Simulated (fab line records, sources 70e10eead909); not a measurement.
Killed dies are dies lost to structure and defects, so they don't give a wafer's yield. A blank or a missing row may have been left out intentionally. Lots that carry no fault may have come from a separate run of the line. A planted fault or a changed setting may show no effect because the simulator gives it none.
A lot that was struck, set against a sound lot -- flow nand harc -- 20 steps out of a route of 1302
Sound: these wafers, L494.1, L494.5, L494.6. Wafers struck: L498.3, L498.5, L498.6. At the end, the cause is stated.
At each step with rows: each side's tool, then ch and its chambers, then its first start. Under that, the readings that differ: sound wafers -- struck wafers -- difference of the means -- sigmas: that difference in standard deviations of wafers without a fault.
alike: a reading whose means differ by less than 2 such deviations, as well as words and numbers matching on both sides. not compared: withheld readings; readings where some wafer has no value; bounds like >300 that might hide an equal value; numbers whose values overlap and for which the record gives no deviation.
The two part at a step that has a row with sigmas, a row that says differs or no value, or rows on one side only. When numbers do not overlap yet have no deviation, they are printed without sigmas and do not part them. A reading missing from all wafers of one side parts the sides only when that side holds two or more wafers.

NHARC_P_GATE_CD_MEAS_59: target cd 720 nm.
  sound on cd sem-02 ch 0, day 7 06:05; struck on cd sem-01 ch 0, day 9 05:14
reading,sound,struck,difference,sigmas
cd nm (nm),717.4 716.6 718.3,722.3 720.4 724.5,+5.0,+2
then, 1 step without rows for these wafers: NHARC_P_GATE_HARDBAKE_60 (time 80 s).
NHARC_P_GATE_DESCUM_61: chemistry O2, time 3 s.
  sound on rie diel-03 ch 0,1,2, day 7 06:16; struck on rie diel-03 ch 0,1,3, day 9 05:26
  alike: drypump motor current A, oes product au, rf vpp V, showerhead plenum p Torr, throttle valve pct
  not compared: rf hours counter h
then, 1 step without rows for these wafers: NHARC_P_GATE_IMPLANT_62.
NHARC_P_GATE_STRIP_112: strips in N2/H2, time 200 s.
  sound on plasma asher-02 ch 0,1, day 7 06:37; struck on plasma asher-01 ch 0,1, day 9 05:52
  alike: drypump motor current A, heater power w, rf refl power W
  not compared: rf hours counter h
NHARC_P_GATE_STRIP_76: strips in O2.
  sound on plasma asher-02 ch 0,1, day 7 06:52; struck on plasma asher-01 ch 0,1, day 9 06:03
  alike: drypump motor current A, heater power w, rf refl power W
  not compared: rf hours counter h
then, 6 steps without rows for these wafers: NHARC_P_GATE_STRIP_63 (strips in SPM, time 900 s); NHARC_P_GATE_DEHYDRATE_83 (time 120 s); NHARC_P_GATE_HMDS_84 (time 30 s); NHARC_P_GATE_COAT_85; NHARC_P_GATE_SOFTBAKE_86 (time 95 s); NHARC_P_GATE_EBR_87.
NHARC_P_GATE_EXPOSE_88: exposes mask P HVN, target cd 2000 nm.
  sound on krf scanner-04 ch 0, day 7 07:38; struck on krf scanner-02 ch 0, day 9 06:48
reading,sound,struck,difference,sigmas
mask,P_HVN#0 P_HVN#0 P_HVN#0,P_HVN_R1#0 P_HVN_R1#0 P_HVN_R1#0,differs,
  alike: exposure dose mJ cm2
then, 2 steps without rows for these wafers: NHARC_P_GATE_PEB_89 (peb time 85 s); NHARC_P_GATE_DEVELOP_90 (time 70 s).
NHARC_P_GATE_CD_MEAS_91: target cd 2000 nm.
  sound on cd sem-03 ch 0, day 7 07:47; struck on cd sem-03 ch 0, day 9 06:58
reading,sound,struck,difference,sigmas
cd nm (nm),2000.5 2000.0 2000.4,2089.5 2091.0 2090.1,+89.9,+45
then, 1 step without rows for these wafers: NHARC_P_GATE_HARDBAKE_92 (time 80 s).
NHARC_P_GATE_DESCUM_93: chemistry O2, time 3 s.
  sound on rie diel-03 ch 0,1, day 7 07:58; struck on rie diel-02 ch 0,2,3, day 9 07:09
reading,sound,struck,difference,sigmas
model.P_GATE.cd nm (nm),2000 2000 2000,2090 2091 2090,+90,
  alike: drypump motor current A, oes product au, rf vpp V, showerhead plenum p Torr, throttle valve pct
  not compared: rf hours counter h
then, 1 step without rows for these wafers: NHARC_P_GATE_IMPLANT_94.
-- record jumps: 19 days between struck wafers' starts before vs after; left off in module P_GATE, resumes in module END, first step shown is number 1302 of the route --
NHARC_END_SORT_01:
  here the record holds rows for the struck wafers (prober-01 ch 0, day 27 21:52) but none for the sound ones

== WHERE THEY PART ==
At NHARC_P_GATE_CD_MEAS_59 first; at NHARC_END_SORT_01 last (within this record only).

WHY: what the simulator had put in
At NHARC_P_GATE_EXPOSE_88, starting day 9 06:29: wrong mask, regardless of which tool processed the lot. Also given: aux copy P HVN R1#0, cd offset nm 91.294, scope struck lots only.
